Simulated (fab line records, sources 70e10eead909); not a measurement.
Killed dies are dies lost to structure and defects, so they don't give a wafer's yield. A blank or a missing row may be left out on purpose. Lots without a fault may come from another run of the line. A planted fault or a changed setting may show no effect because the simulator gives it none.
A struck lot beside a sound one | flow nand_harc | 15 steps out of a route of 1159
Sound: wafers L718.3, L718.4, L718.5. Struck: wafers L719.2, L719.4, L719.6. The cause comes at the end.
At each step with rows: each side's tool, then ch and its chambers, then its first start. Under that, the readings that differ: sound wafers | struck wafers | difference of the means | sigmas: that difference in standard deviations of wafers without a fault.
alike: readings whose means differ by less than 2 such deviations, and words and numbers that are the same on both sides. not compared: withheld readings, readings that some wafer has no value for, bounds like >300 that may hide the same value, and numbers for which the record gives no deviation and whose values overlap.
The two part at a step that has a row with sigmas, a row that says differs or no value, or rows on one side only. Numbers that don't overlap but have no deviation are shown without sigmas and don't part them. A reading that every wafer of one side lacks parts them only if that side has two wafers or more.

first, 4 steps without rows for these wafers: NHARC_A_CONTACT_EBR_38; NHARC_A_CONTACT_EXPOSE_39 (exposes mask A CC 3); NHARC_A_CONTACT_PEB_40 (peb time 65 s); NHARC_A_CONTACT_DEVELOP_41 (develop time 35 s).
NHARC_A_CONTACT_CD_MEAS_42: target cd 200 nm.
  sound on cd_sem-01 ch 0, day 19 14:30; struck on cd_sem-01 ch 0, day 19 22:53
  alike: cd_nm
NHARC_A_CONTACT_OVL_MEAS_43:
  sound on overlay-02, day 19 14:35; struck on overlay-01, day 19 22:58
  alike: overlay_x_nm, overlay_y_nm
NHARC_A_CONTACT_INSPECT_44:
  sound on defect_inspect-01, day 19 14:37; struck on defect_inspect-01, day 19 23:01
  alike: raw_defect_count
then, 1 step without rows for these wafers: NHARC_A_CONTACT_DESCUM_47 (chemistry O2, time 3 s).
NHARC_A_CONTACT_ETCH_48: etches the open film in CF4, target depth 39 nm, time 65 s.
  sound on rie_diel-13 ch 1,3, day 19 14:48; struck on rie_diel-06 ch 0,2,3, day 19 23:10
  reading                         | sound          | struck         | difference | sigmas
  showerhead_plenum_p_Torr (Torr) | 1.67 1.67 1.64 | 1.91 1.79 1.79 | +0.17      | +2
  alike: bias_w, cf4_flow_sccm, drypump_motor_current_A, oes_product_au, rf_vpp_V, throttle_valve_pct
  not compared: rf_hours_counter_h
NHARC_A_CONTACT_ETCH_49: etches the open film in N2/H2, target depth 260 nm, time 475.3 s.
  sound on rie_diel-13 ch 0,3; struck on rie_diel-06 ch 0,1,3
  alike: bias_w, chamber_pressure_mTorr, drypump_motor_current_A, oes_product_au, rf_vpp_V, showerhead_plenum_p_Torr, throttle_valve_pct
  not compared: rf_hours_counter_h
NHARC_A_CONTACT_ETCH_50: etches the open film in CF4/CHF3, target depth 84.7 nm, time 42.4 s.
  sound on rie_diel-13 ch 0,1,3; struck on rie_diel-06 ch 0,1
  alike: bias_w, cf4_flow_sccm, drypump_motor_current_A, oes_product_au, rf_vpp_V, showerhead_plenum_p_Torr, throttle_valve_pct
  not compared: rf_hours_counter_h
NHARC_A_CONTACT_ETCH_51: etches the open film in O2/COS, target depth 3600 nm, time 936 s.
  sound on rie_diel-13 ch 0,1,3; struck on rie_diel-06 ch 0,2,3
  alike: bias_w, chamber_pressure_mTorr, drypump_motor_current_A, oes_product_au, rf_vpp_V, showerhead_plenum_p_Torr, throttle_valve_pct
  not compared: rf_hours_counter_h
NHARC_A_CONTACT_ETCH_111: etches the open film in C4F8/O2/Ar, time 140 s, target depth 700 nm.
  sound on har_cap_etch-02 ch 0,1, day 19 16:15; struck on har_cap_etch-02 ch 0,1, day 20 00:33
  no value came back on the struck wafers for chamber_pressure_mTorr (mTorr), oes_air_line_au (a.u.); on the sound wafers chamber_pressure_mTorr (mTorr) reads 19.973 20.031 19.986
  not compared: rf_hours_counter_h
NHARC_A_CONTACT_ETCH_112: etches the open film in C4F8/O2/Ar, time 94 s, target depth 922 nm.
  sound on har_cap_etch-02 ch 0,1, day 19 16:25; struck on har_cap_etch-02 ch 0,1, day 20 00:45
  alike: chamber_pressure_mTorr, oes_air_line_au
  not compared: rf_hours_counter_h
-- the record jumps here: 5 days lie between the struck wafers' starts before and after (it left off in module A_CONTACT and takes up again in module END, whose first step shown is number 1159 of the route) --
NHARC_END_SORT_01:
  the record has rows for the struck wafers here (prober-01 ch 0, day 25 00:21) and none for the sound ones

WHERE THEY PART
First at NHARC_A_CONTACT_ETCH_48; last, within this record, at NHARC_END_SORT_01.

WHY: what the simulator had put in
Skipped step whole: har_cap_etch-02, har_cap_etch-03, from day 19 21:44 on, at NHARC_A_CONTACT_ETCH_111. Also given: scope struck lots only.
